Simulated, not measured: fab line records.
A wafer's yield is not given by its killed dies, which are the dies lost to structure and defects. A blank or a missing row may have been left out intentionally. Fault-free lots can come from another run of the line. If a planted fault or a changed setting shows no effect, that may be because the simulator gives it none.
Chamber matching | flow n5_finfet | N5_MOL_CONTACT_COAG_CO_FILL_22 on cvd_co-02: 3 sister chambers
The step material Co, precursor CCTBA/H2, target thk 20 nm. 20 wafers are shown with their chamber, then 10 later ones without.

== WAFERS WITH THEIR CHAMBER ==
wafer  | chamber | heater_power_w (W) | susceptor_temp_C (C)
L075.1 | 0       | 199                | 200.32
L075.4 | 1       | 272                | 199.83
L075.5 | 0       | 202                | 199.80
L077.3 | 2       | 262                | 199.91
L077.4 | 2       | 258                | 199.86
L077.6 | 0       | 197                | 199.82
L079.1 | 1       | 279                | 199.94
L079.5 | 0       | 205                | 199.95
L079.6 | 1       | 281                | 199.93
L081.4 | 2       | 268                | 199.88
L081.5 | 0       | 199                | 199.92
L081.6 | 1       | 281                | 199.86
L082.2 | 2       | 262                | 199.65
L082.3 | 1       | 273                | 200.08
L082.6 | 2       | 261                | 199.85
L088.1 | 1       | 282                | 199.74
L088.3 | 0       | 197                | 200.17
L088.4 | 1       | 282                | 200.11
L090.2 | 1       | 278                | 200.07
L090.5 | 1       | 278                | 199.94

SIGNATURES (means of the wafers above)
reading          | chamber 0 | chamber 1 | chamber 2 | scatter within a chamber
heater_power_w   | 199.83    | 278.44    | 262.20    | 3.53
susceptor_temp_C | 199.9967  | 199.9444  | 199.8300  | 0.149
Rule: for each reading, subtract the chamber's mean from the wafer's reading, divide by that reading's scatter and square the result; add these up over the readings and take the root, which gives the wafer's distance from the chamber. The wafer belongs to the nearest chamber; if the next one is less than 2 further off, it can't be placed. The scatter is the square root of a quotient: the sum, over the shown wafers, of each reading's squared deviation from its chamber's mean, divided by wafers minus chambers.

== WAFERS MISSING THEIR CHAMBER ==
wafer  | heater_power_w (W) | susceptor_temp_C (C)
L090.6 | 258                | 199.79
L092.1 | 196                | 200.02
L092.4 | 279                | 200.01
L092.6 | 261                | 199.70
L095.1 | 267                | 199.82
L095.2 | 282                | 200.06
L095.4 | 265                | 200.04
L096.2 | 268                | 200.03
L096.4 | 273                | 200.11
L096.5 | 269                | 200.18

== WHICH CHAMBER EACH ONE RAN IN ==
wafer  | from the rows above     | in truth
L090.6 | 2                       | 2
L092.1 | 0                       | 0
L092.4 | 1                       | 1
L092.6 | 2                       | 2
L095.1 | can't be placed: 2 or 1 | 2
L095.2 | 1                       | 1
L095.4 | 2                       | 2
L096.2 | can't be placed: 2 or 1 | 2
L096.4 | can't be placed: 1 or 2 | 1
L096.5 | can't be placed: 2 or 1 | 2
Correctly placed: 6 of 10. From these rows, 4 cannot be placed; in 4 the true chamber is one of the candidates. Number placed wrongly: 0.
